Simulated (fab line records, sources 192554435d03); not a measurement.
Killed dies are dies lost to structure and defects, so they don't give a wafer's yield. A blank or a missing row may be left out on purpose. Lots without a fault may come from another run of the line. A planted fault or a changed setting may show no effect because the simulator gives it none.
Split-lot experiment | flow n5_finfet | 7 lots, 21 wafers read, on a route of 1938 steps

THE SPLIT
At N5_SDB_ALD_29 (deposits SiNx, target thk 30 nm, pulse time 1 s, ald cycles 600), the setting ald_cycles was moved away from the recipe's 600 on 7 of the 21 wafers read, by -12.0% to +5.8%. The other wafers ran this setting at the recipe's value.

FROM THE SPLIT TO THE READING: what the file shows between them, 3 steps
- N5_SDB_CMP_30: polishes, stops on poly-Si, t overpolish 1.54 s, target thk 30 nm
- N5_DUMMY_REMOVAL_HM_STRIP_01: strips SiNx in CH3F/O2, stops on poly-Si, target depth 4 nm, time 6.8 s
- N5_DUMMY_REMOVAL_STRIP_10: strips in N2/H2, time 40 s

THE READING
SiNx_of_SDB_ALD_29.thk_nm (the simulator's own value, which no gauge read), in nm, at N5_DUMMY_REMOVAL_PRECLEAN_07 (cleans in dHF, time 30 s). The file gives no usual value for it. The 14 wafers here that ran the recipe average 29.2 nm, standard deviation 0.18 nm.

wafer  | tool, chamber at the split | ald_cycles as run | against the recipe | SiNx_of_SDB_ALD_29.thk_nm, nm | against lot-mates on the recipe
L075.1 | ald_sin-04, 1,2            | 600               | recipe             | 29.4                          | -
L075.4 | ald_sin-04, 1,2            | 600               | recipe             | 29.4                          | -
L075.3 | ald_sin-04, 3              | 635               | +5.8%              | 31                            | +1.6
L081.1 | ald_sin-02, 3,0,1          | 600               | recipe             | 29.2                          | -
L081.2 | ald_sin-02, 3,0,1          | 600               | recipe             | 29.2                          | -
L081.6 | ald_sin-02, 3,0,1          | 600               | recipe             | 29.2                          | -
L086.3 | ald_sin-04, 2              | 600               | recipe             | 29.4                          | -
L086.5 | ald_sin-04, 2,1            | 528               | -12.0%             | 25.8                          | -3.6
L086.6 | ald_sin-04, 2,1            | 528               | -12.0%             | 25.6                          | -3.8
L090.1 | ald_sin-04, 1              | 600               | recipe             | 29.4                          | -
L090.3 | ald_sin-04, 3,0            | 547               | -8.8%              | 26.8                          | -2.6
L090.6 | ald_sin-04, 3,0            | 547               | -8.8%              | 26.6                          | -2.8
L094.1 | ald_sin-02, 3,0            | 600               | recipe             | 29                            | -
L094.3 | ald_sin-02, 3,0            | 600               | recipe             | 29                            | -
L094.5 | ald_sin-02, 1              | 559               | -6.8%              | 27.2                          | -1.8
L095.1 | ald_sin-02, 3              | 600               | recipe             | 28.8                          | -
L095.2 | ald_sin-02, 2,0            | 600               | recipe             | 29.2                          | -
L095.4 | ald_sin-02, 2,0            | 600               | recipe             | 29                            | -
L097.3 | ald_sin-02, 3,1            | 600               | recipe             | 29.2                          | -
L097.4 | ald_sin-02, 3,1            | 600               | recipe             | 29                            | -
L097.6 | ald_sin-02, 3              | 565               | -5.8%              | 27.4                          | -1.7
Where a row lists several chambers, the file gives one row for several wafers and doesn't say which wafer went through which chamber.

THE FIT
A straight line over all 21 wafers: SiNx_of_SDB_ALD_29.thk_nm changes by +0.29 nm for each +1% of ald_cycles; r = +0.99; the points scatter about the line by 0.17 nm.
The same after taking each lot's own level away (the mean of its wafers on the recipe; 21 wafers): +0.3 nm for each +1%; r = +1.00; scatter 0.12 nm.
On that fit, the largest move of ald_cycles shifts the reading by 3.6 nm.
The lots' own levels span 29.00 to 29.40 nm, that is 2.2 times the standard deviation above.
So the lot-to-lot level changes the slope little: the two slopes agree.
Check: with one of the wafers moved furthest among these (-12.0%) left out of the fit, the line predicts -3.61 nm for it against its lot-mates. It came out at -3.6 nm against them.

OTHER SPLITS ON THESE WAFERS
These wafers also went through other splits before the reading. Each is held against what the fit with the lots' levels taken away leaves over:
other split on the same wafers | wafers away from the commonest value | r with SiNx_of_SDB_ALD_29.thk_nm (lot level and that fit taken away)
N5_ZERO_LAYER_PECVD_02 time_s  | 5                                    | +0.08
N5_FIN_SAQP_FIN_ETCH_36 bias_w | 6                                    | -0.07
N5_FIN_CUT_COAT_19 spin_rpm    | 7                                    | +0.05
N5_SD_EPI_N_COAT_33 spin_rpm   | 6                                    | -0.04
N5_SD_EPI_N_EXPOSE_06 dose_mj  | 3                                    | -0.27
N5_SD_EPI_P_PEB_07 peb_time_s  | 10                                   | -0.03
N5_SD_EPI_P_ETCH_36 bias_w     | 8                                    | -0.05

THE WHOLE CHAIN: every reading that the file lists as answering this split, in the file's order
step                         | what it does                                                            | reading                                                                    | change (the file's fit)               | r (the file's)
N5_SDB_ALD_29                | deposits SiNx, target thk 30 nm, pulse time 1 s, ald cycles 600         | SiNx_of_SDB_ALD_29.thk_nm (the simulator's own value, which no gauge read) | +0.308 nm for each +1% of the setting | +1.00
N5_DUMMY_REMOVAL_HM_STRIP_01 | strips SiNx in CH3F/O2, stops on poly-Si, target depth 4 nm, time 6.8 s | SiNx_of_SDB_ALD_29.thk_nm (the simulator's own value, which no gauge read) | +0.295 nm for each +1% of the setting | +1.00
N5_DUMMY_REMOVAL_PRECLEAN_07 | cleans in dHF, time 30 s                                                | SiNx_of_SDB_ALD_29.thk_nm (the simulator's own value, which no gauge read) | +0.296 nm for each +1% of the setting | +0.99

THE FILE'S OWN FIT
SiNx_of_SDB_ALD_29.thk_nm changes by +0.296 nm for each +1% of ald_cycles, r = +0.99.
